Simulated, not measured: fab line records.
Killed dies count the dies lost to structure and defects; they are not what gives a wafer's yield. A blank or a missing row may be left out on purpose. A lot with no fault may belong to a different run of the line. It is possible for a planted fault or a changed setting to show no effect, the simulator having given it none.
fab line records | flow nandHarc | part 2 of 2: steps 34 to 40 of 40
[record] lots = 5 wafers = 15 lastDay = 34
route steps=1302 shown A_STAIRCASE@750
lots that met no fault: taken from a fault-free run of the same line
startH: the number of hours between the record's first day and the start of the first shown wafer of the lot | waitH: time in hours since the lot's previous step | " unchanged from the row above | L1.1+2: one row covering several wafers at once | - no value, or no start was given | * or withheld: withheld | < > ~ a bound
route shown NAME@n: NAME is a module with steps in the file, n the number in the route of the first one | usual: mean/standard deviation taken from wafers without a fault | same: alike in all rows | chamber/n: place in a boat | sites: each site's reading | _std_site: their standard deviation | _edge_site: mean of outer sites minus mean of inner sites | radiusMm: how far each site lies from the wafer's centre | mask NAME#n: copy n | behind: the tool/chamber that last shaped the wafer | hold: why the lot went on hold/how many hours it stayed there/how the hold came to an end | device: transistor that didn't switch, given as n, p or np | end of line: the same wafers' tests at the end of the route | step lacking rows: just its recipe | killed: not the wafer's yield, but the dies lost to structure and defects at the first sort | map: shows each die of a wafer: x if killed, . if not, _ if none is there
set.NAME: setting as actually run; set.NAME@STEP: the setting as run at that earlier step | model.NAME: the simulator's own value behind a step, which no gauge read
certain route steps with their lots: each step a table, each wafer a row
services: from which hour (startH, from the record's first day; less than 0 if before it) a tool's chamber was out of use, for how many hours, and why
[[steps]]
[step NHARC_A_STAIRCASE_HM_OPEN_457]
[recipe] o2FlowSccm = 400 cosFlowSccm = 20 arFlowSccm = 0 rfW = 500 biasW = 300 chemistry = O2/COS
[usual] drypumpMotorCurrentA = 5.7/0.39 oesProductAu = 1.004/0.0097 rfVppV = 467.4/2.3 showerheadPlenumPTorr = 3.14/0.11 throttleValvePct = 28.330/0.0082
// columns lot.wafer tool chamber startH waitH drypumpMotorCurrentA oesProductAu rfHoursCounterH rfVppV showerheadPlenumPTorr throttleValvePct
L086.2 rieDiel-08 2 - - 5.6 0.996 36 464.7 3.05 28.332
L086.3 " 3 " " 5.8 1.005 36 465.5 3.07 28.338
L086.4 " 2 " " 5.6 0.995 - 463.7 3.05 28.326
L090.4 rieDiel-08 3 - - 5.9 0.998 53 465.7 3.06 28.330
L090.2 " 0 " " 5.4 0.997 46 468.6 3.15 28.328
L090.5 " 1 " " 5.6 0.987 - 469.6 3.21 28.330
L093.1 rieDiel-08 2 - - 5.6 1.018 0 466.5 3.04 28.326
L093.3 " 3 " " 5.8 1.002 0 465.1 3.06 28.311
L093.6 " 1 " " 5.6 0.996 - 468.2 3.21 28.340
L097.3 rieDiel-11 1 - - 5.1 0.998 44 467.3 3.07 28.336
L097.4 " 2 " " 5.4 1.002 44 468.2 3.18 28.322
L097.6 " 3 " " 5.2 1.004 - 470.0 3.26 28.341
L095.2 rieDiel-01 1 - - 5.9 1.001 12 467.9 3.13 28.337
L095.1 " 3 " " 5.7 0.995 13 464.1 2.99 28.333
L095.5 " 1 " " 5.9 1.006 - 467.8 3.13 28.334
[step NHARC_A_STAIRCASE_STRIP_458]
[recipe] o2FlowSccm = 400 cosFlowSccm = 20 arFlowSccm = 0 biasW = 0 chemistry = O2/COS
// columns lot.wafer tool chamber startH waitH
L086.3+2+4 rieDiel-08 3,0,2 - -
L090.2+4+5 rieDiel-08 1,2,0 - -
L093.1+3+6 rieDiel-08 2,0,1 - -
L097.3+4+6 rieDiel-11 3,0,1 - -
L095.2+1+5 rieDiel-01 0,1,3 - -
[step NHARC_A_STAIRCASE_ETCH_451]
[recipe] targetDepthA = 300 overetchA = 30 timeS = 16.5 ionEnergyEv = 100 cf4FlowSccm = 80 o2FlowSccm = 20 arFlowSccm = 0 rfW = 300 biasW = 100 chemistry = CF4/O2
[usual] drypumpMotorCurrentA = 5.7/0.4 oes_ar_750_au = 1.000/0.0043 oes_f_703_au = 1.000/0.0043 oesProductAu = 1.006/0.0091 rfVppV = 198.0/1.3 showerheadPlenumPTorr = 1.34/0.049 throttleValvePct = 13.397/0.0096
// columns lot.wafer tool chamber startH waitH drypumpMotorCurrentA oes_ar_750_au oes_f_703_au oesProductAu rfHoursCounterH rfVppV showerheadPlenumPTorr throttleValvePct
L086.3 rieDiel-08 3 - - 5.8 1.010 1.000 1.009 36 198.2 1.31 13.399
L086.2 " 2 " " 5.6 1.005 0.996 0.995 36 196.4 1.30 13.391
L086.4 " 0 " " 5.3 0.997 0.995 1.013 - 197.2 1.35 13.412
L090.2 rieDiel-08 2 - - 5.6 1.001 0.999 1.000 54 196.6 1.30 13.388
L090.4 " 0 " " 5.3 0.998 1.011 0.998 46 198.2 1.35 13.400
L090.5 " 3 " " 5.8 1.001 1.008 1.006 - 196.4 1.31 13.378
L093.3 rieDiel-08 0 - - 5.3 0.993 1.001 1.033 0 200.4 1.34 13.410
L093.1 " 1 " " 5.6 1.010 0.997 1.001 0 199.3 1.37 13.391
L093.6 " 3 " " 5.8 0.993 0.998 1.019 - 196.3 1.31 13.392
L097.4 rieDiel-11 3 - - 5.2 1.007 1.001 1.017 49 198.6 1.40 13.384
L097.3 " 2 " " 5.4 1.001 1.004 1.003 45 197.6 1.36 13.400
L097.6 " 3 " " 5.2 1.008 1.000 1.016 - 199.5 1.40 13.386
L095.1 rieDiel-01 3 - - 5.7 1.006 1.003 0.992 13 196.7 1.28 13.383
L095.2 " 0 " " 5.4 1.003 1.004 0.997 14 199.6 1.43 13.399
L095.5 " 3 " " 5.7 1.007 0.994 0.996 - 197.1 1.28 13.394
[step NHARC_A_STAIRCASE_ETCH_273]
[recipe] targetDepthA = 1.02e+05 timeS = 2468.6 ionEnergyEv = 800 c4f8FlowSccm = 80 o2FlowSccm = 60 arFlowSccm = withheld rfW = 600 biasW = 3000 chemistry = C4F8/O2/Ar
[usual] oesProductAu = 0.939/0.012 rfVppV = 1827/8.7
// columns lot.wafer tool chamber startH waitH oesProductAu rfHoursCounterH rfVppV
L086.2 rieDiel-08 0 - - 0.939 29 1832
L086.3 " 3 " " 0.935 37 1821
L086.4 " 2 " " 0.917 - 1822
L090.2 rieDiel-08 0 - - 0.943 46 1829
L090.4 " 2 " " 0.937 55 1820
L090.5 " 3 " " 0.939 - 1821
L093.1 rieDiel-08 1 - - 0.949 0 1834
L093.3 " 2 " " 0.953 1 1820
L093.6 " 1 " " 0.949 - 1834
L097.4 rieDiel-11 0 - - 0.932 47 1827
L097.3 " 3 " " 0.940 49 1839
L097.6 " 0 " " 0.936 - 1826
L095.1 rieDiel-01 3 - - 0.930 13 1817
L095.2 " 0 " " 0.919 14 1844
L095.5 " 0 " " 0.919 - 1845
[step NHARC_A_STAIRCASE_STRIP_274]
[recipe] o2FlowSccm = 500 arFlowSccm = 0 biasW = 0 chemistry = O2
[usual] drypumpMotorCurrentA = 5.7/0.4 oesProductAu = 1.004/0.0098 rfVppV = 57.8/0.9 showerheadPlenumPTorr = 3.54/0.12 throttleValvePct = 17.036/0.0089
// columns lot.wafer tool chamber startH waitH drypumpMotorCurrentA oesProductAu rfHoursCounterH rfVppV showerheadPlenumPTorr throttleValvePct
L086.2 rieDiel-08 2 - - 5.6 0.996 39 57.3 3.45 17.032
L086.4 " 0 " " 5.4 1.006 32 57.8 3.56 17.035
L086.3 " 1 " " 5.6 1.000 34 57.7 3.64 17.032
L090.2 rieDiel-08 2 - - 5.6 1.003 55 56.6 3.44 17.032
L090.4 " 3 " " 5.9 1.010 55 58.2 3.46 17.029
L090.5 " 1 " " 5.6 0.997 - 58.3 3.63 17.039
L093.1 rieDiel-08 2 - - 5.6 1.018 1 57.7 3.43 17.028
L093.3 " 3 " " 5.9 1.007 1 58.6 3.45 17.041
L093.6 " 3 " " 5.9 1.000 - 57.4 3.45 17.026
L097.4 rieDiel-11 0 - - 6.7 1.008 48 57.3 3.53 17.043
L097.3 " 1 " " 5.1 0.997 46 58.2 3.47 17.044
L097.6 " 0 " " 6.6 1.004 - 57.2 3.53 17.029
L095.1 rieDiel-01 1 - - 5.9 1.001 13 58.2 3.54 17.029
L095.2 " 3 " " 5.7 0.988 14 57.7 3.39 17.039
L095.5 " 1 " " 5.9 1.000 - 57.6 3.54 17.042
[step NHARC_A_STAIRCASE_STRIP_275]
[recipe] timeS = 900 tempC = 130 chemistry = SPM
// columns lot.wafer tool chamber startH waitH
L086.2+3+4 wetBench-02 3,4,5 486.12 -
L090.4+2+5 wetBench-02 7,0,2 533.33 -
L093.3+1+6 wetBench-02 3,4,5 562.94 -
L097.3+6+4 wetBench-01 6,1,3 593.69 -
L095.5+1+2 wetBench-01 0,1,5 604.44 -
[step NHARC_A_STAIRCASE_PRECLEAN_276]
[recipe] timeS = * tempC = 50 bathAgeMin = 0 chemistry = SC1
[usual] diwFlowMLMin = 1415/4.3 h2o2FlowMLMin = 56.61/0.17
// columns lot.wafer tool chamber startH waitH diwFlowMLMin h2o2FlowMLMin
L086.2 wetBench-02 3 - - 1418 56.53
L086.3 " 4 " " 1417 56.43
L086.4 " 5 " " 1423 56.69
L090.4 wetBench-02 7 - - 1412 56.73
L090.2 " 0 " " 1407 56.68
L090.5 " 2 " " 1411 56.79
L093.3 wetBench-02 3 - - 1418 56.49
L093.1 " 4 " " 1409 56.46
L093.6 " 5 " " 1412 56.44
L097.3 wetBench-01 6 - - 1414 56.92
L097.6 " 1 " " 1417 56.61
L097.4 " 3 " " 1414 56.79
L095.5 wetBench-01 0 - - 1415 56.76
L095.1 " 1 " " 1417 56.76
L095.2 " 5 " " 1412 56.51
[[services]]
// columns tool chamber startH hours kind
wetBench-01 - 453.63 8.0 pm
rieDiel-01 3 461.79 1.3 repair
lithoTrack-05 - 474.00 7.0 pm
rieDiel-01 3 474.99 5.7 repair
rieDiel-08 1 481.25 4.0 repair
krfScanner-01 - 484.02 4.0 pm
rieDiel-11 3 486.50 8.3 repair
wetBench-01 - 492.81 1.6 repair
rieDiel-08 - 498.61 5.7 repair
krfScanner-04 - 498.98 0.3 repair
krfScanner-04 - 504.82 50.5 repair
pecvd-04 - 511.54 0.3 repair
plasmaAsher-01 - 519.00 9.0 pm
wetBench-09 - 528.80 8.0 pm
rieDiel-08 - 548.91 9.0 pm
krfScanner-04 - 555.37 4.0 pm
rieDiel-01 - 557.90 9.0 pm
rieDiel-11 2 559.48 3.5 repair
krfScanner-01 - 560.30 2.4 repair
lithoTrack-02 - 577.00 7.0 pm
rieDiel-01 - 591.56 0.6 repair
wetBench-02 - 596.00 8.0 pm
lithoTrack-07 - 601.00 7.0 pm
plasmaAsher-02 - 603.15 9.0 pm
